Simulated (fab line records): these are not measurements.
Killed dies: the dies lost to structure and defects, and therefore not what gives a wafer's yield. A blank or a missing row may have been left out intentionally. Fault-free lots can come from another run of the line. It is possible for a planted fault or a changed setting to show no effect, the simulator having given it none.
Struck lot and sound lot, side by side -- flow n5 finfet -- 38 steps out of a route of 1938
Sound: these wafers, L274.2, L274.5, L274.6. Struck: wafers L263.2, L263.4. The cause is given at the end.
Each step with rows lists, per side, the tool, then ch with its chambers, then its first start. Under that, the readings that differ: sound wafers -- struck wafers -- difference of the means -- sigmas: that difference in standard deviations of wafers without a fault.
alike: words and numbers the same on both sides, and readings whose means are apart by under 2 such deviations; not compared: readings that were withheld, readings missing a value for some wafer, numbers with overlapping values and no deviation given by the record, and bounds like >300 which may hide the same value.
A row with sigmas, a row that says differs or no value, or rows on one side alone: a step with any of these is where the two part. When numbers do not overlap yet have no deviation, they are printed without sigmas and do not part them. Lack of a reading on every wafer of one side parts them only where that side has two or more wafers.

first, 9 steps without rows for these wafers: N5_BEOL_M4_ANNEAL_95 (time 240 s); N5_BEOL_M4_SPUTTER_96 (material Cu, target thk 4.5 nm, time 8.29 s); N5_BEOL_M4_ECD_50 (material Cu, target thk 300 nm); N5_BEOL_M4_ANNEAL_51 (time 90 s); N5_BEOL_M4_CMP_52 (polishes, stops on SiOC, t overpolish 6.8 s, target thk 40 nm); N5_BEOL_M4_PRE_CLEAN_60 (time 15 s); N5_BEOL_M4_CO_CAP_55 (material Co, precursor CCTBA/H2, target thk 2 nm, time 102.1 s); N5_BEOL_M4_PRE_CLEAN_56 (time 15 s); N5_BEOL_M4_DEP_57 (deposits SiCN from 3MS/NH3, target thk 8 nm, time 14 s).
N5_BEOL_M4_RC_MEAS_101:
  sound on prober-02 ch 0, day 13 09:04; struck on prober-02 ch 0, day 10 06:39
  alike: DIBL_N, DIBL_P, IOFF_N, IOFF_P, ION_N, ION_P, SS_N, SS_P, VT_N, VT_P
then, 24 steps without rows for these wafers: N5_BEOL_M5_ILD_DEP_00 (deposits SiCOH lowk from DEMS/porogen, target thk 140.64 nm, time 25.9 s); N5_BEOL_M5_CURE_79 (cures SiCOH lowk, time 240 s); N5_BEOL_M5_PECVD_70 (deposits SiO2 from TEOS/O2, target thk 16 nm, time 18 s); N5_BEOL_M5_HM_DEP_02 (deposits TiN, target thk 20 nm); N5_BEOL_M5_COAT_59 (time 60 s, resist thk 60 nm); N5_BEOL_M5_COAT_60 (time 60 s, resist thk 12 nm); N5_BEOL_M5_COAT_71 (time 60 s, resist thk 5 nm); N5_BEOL_M5_COAT_05 (resist thk 30 nm); N5_BEOL_M5_EBR_07; N5_BEOL_M5_SOFTBAKE_06 (time 60 s); N5_BEOL_M5_EXPOSE_08 (exposes mask M5, target cd 28 nm); N5_BEOL_M5_PEB_09 (peb time 60 s); N5_BEOL_M5_DEVELOP_10 (develop time 30 s); N5_BEOL_M5_DESCUM_16 (chemistry O2, time 7 s); N5_BEOL_M5_ETCH_72 (etches underlayer in N2/H2, target depth 6.5 nm, time 5.2 s); N5_BEOL_M5_ETCH_61 (etches SiARC in CF4, target depth 15.6 nm, time 26 s); N5_BEOL_M5_ETCH_62 (etches SOC in N2/H2, target depth 75 nm, overetch 15 nm, time 112.5 s); N5_BEOL_M5_STRIP_63 (strips in N2/H2); N5_BEOL_M5_STRIP_73 (strips in N2/H2); N5_BEOL_M5_STRIP_64 (strips in CF4); N5_BEOL_M5_HM_OPEN_17 (chemistry Cl2/BCl3, target TiN, target depth 20 nm, overetch 6 nm); N5_BEOL_M5_STRIP_19 (strips in O2); N5_BEOL_M5_COAT_65 (time 60 s, resist thk 60 nm); N5_BEOL_M5_COAT_66 (time 60 s, resist thk 12 nm).
-- a jump in the record: the struck wafers' starts before and after are 2 days apart (it breaks off in module BEOL_M5 and resumes in module BEOL_M11, where the first step shown is number 1536 of the route) --
N5_BEOL_M11_ILD_DEP_00: deposits SiCOH lowk from DEMS/porogen, target thk 308.51 nm, time 58 s.
  sound on pecvd-04 ch 0,1, day 15 17:38; struck on pecvd-04 ch 0,1, day 12 13:59
reading,sound,struck,difference,sigmas
run length s (s),101.6 102.1 101.7,121.3 120.5,+19.1,+26
model.SiCOH_lowk_of_BEOL_M11_ILD_DEP_00.thk nm (nm),308.8 310.8 317.6,408.2 412.2,+97.8,
  alike: heater power w, showerhead plenum p Torr, throttle valve pct
N5_BEOL_M11_THK_MEAS_01:
  sound on film metro-02, day 15 18:14; struck on film metro-01, day 12 15:43
reading,sound,struck,difference,sigmas
M11_ILD_THK (nm),269 270 276,357 360,+87,+26
N5_BEOL_M11_CMP_52: polishes, stops on SiCOH lowk, t overpolish 7 s, target thk 140 nm.
  sound on cmp-04 ch 1,2, day 15 23:40; struck on cmp-02 ch 0,3, day 12 21:37
reading,sound,struck,difference,sigmas
motor current A (A),7.1 7.0 7.2,5.4 5.1,-1.8,-3
model.SiCOH_lowk_of_BEOL_M11_ILD_DEP_00.thk nm (nm),265.2 267 273.2,353.6 357,+86.8,
N5_PASSIVATION_PROBE_49:
  sound on prober-01, day 17 17:29; struck on prober-01, day 14 11:29
reading,sound,struck,difference,sigmas
defect limited yield (%),90.8 91.6 91.4,0 0,-91,-65
killed_at_M0_to_M3,56 56 48,28 29,-25,-2
killed_at_M4_up,11 16 20,1103 1091,+1081,+99 or more
killed dies,109 99 101,1180 1180,+1077,+67
killed on rim,12 9 12,152 152,+141,+39
sort_bin_5_function (%),5.4 4.9 5.7,96.3 96.7,+91.2,+96
sort n pass,1071 1081 1079,0 0,-1077,-67
sort yield pct (%),90.8 91.6 91.4,0 0,-91,-65
  alike: killed at contacts, killed at front end, killed at other, killed open, killed short, sort_bin_6_memory

WHERE THEY PART
Earliest at N5_BEOL_M11_ILD_DEP_00; latest, in this record, at N5_PASSIVATION_PROBE_49.

WHY: what the simulator had put in
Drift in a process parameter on pecvd-04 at N5_BEOL_M11_ILD_DEP_00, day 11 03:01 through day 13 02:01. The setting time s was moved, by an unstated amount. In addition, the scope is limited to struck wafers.
